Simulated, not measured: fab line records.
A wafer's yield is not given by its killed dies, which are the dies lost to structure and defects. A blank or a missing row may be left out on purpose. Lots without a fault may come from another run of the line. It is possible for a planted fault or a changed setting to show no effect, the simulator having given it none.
Matching of chambers	flow n5-finfet	N5_SDB_HM_OPEN_20 on rie-diel-01: 4 sister chambers
The step chemistry CH3F/O2, target SiNx, stops on poly-Si, target depth 24 nm. 16 wafers are shown with their chamber, then 8 later ones without.

WAFERS WITH THEIR CHAMBER
wafer	chamber	drypump-motor-current-A (A)	showerhead-plenum-p-Torr (Torr)	rf-vpp-V (V)
L077.2	1	6.7	1.97	293
L077.5	0	6.0	2.03	291
L077.6	1	6.7	1.97	293
L079.2	2	5.1	1.97	302
L079.5	0	6.0	2.03	291
L079.6	3	6.1	1.98	296
L082.1	1	6.7	1.97	294
L082.2	2	5.2	1.97	302
L082.5	0	6.0	2.03	289
L090.1	1	6.7	1.96	291
L090.3	3	6.1	1.98	293
L090.4	3	6.0	1.98	293
L094.2	2	5.2	1.96	302
L094.4	1	6.7	1.96	294
L094.5	2	5.1	1.96	300
L095.2	3	6.1	1.97	294

SIGNATURES, as means of the wafers listed above
reading	chamber 0	chamber 1	chamber 2	chamber 3	scatter within a chamber
drypump-motor-current-A	6.000	6.700	5.150	6.075	0.0382
showerhead-plenum-p-Torr	2.0300	1.9660	1.9650	1.9775	0.00496
rf-vpp-V	290.33	293.00	301.50	294.00	1.21
Rule: for each reading, subtract the chamber's mean from the wafer's reading, divide by that reading's scatter and square the result; add these up over the readings and take the root, which gives the wafer's distance from the chamber. The wafer belongs to the nearest chamber; if the next one is less than 2 further off, it can't be placed. The scatter: take each reading less its chamber's mean, square it, sum over the shown wafers, divide by the number of wafers less the number of chambers, and take the root.

WAFERS WHOSE CHAMBER IS MISSING
wafer	drypump-motor-current-A (A)	showerhead-plenum-p-Torr (Torr)	rf-vpp-V (V)
L095.3	6.0	2.02	290
L095.4	6.7	1.96	294
L096.2	5.1	1.96	301
L096.3	6.0	2.02	293
L096.6	6.7	1.96	291
L097.1	6.0	1.97	295
L097.5	6.7	1.96	292
L097.6	5.1	1.96	300

WHICH CHAMBER EACH ONE RAN IN
wafer	from the rows above	in truth
L095.3	0	0
L095.4	1	1
L096.2	2	2
L096.3	0	0
L096.6	1	1
L097.1	3	3
L097.5	1	1
L097.6	2	2
Correctly placed: 8 of 8. Number that these rows cannot place: 0. Number placed wrongly: 0.
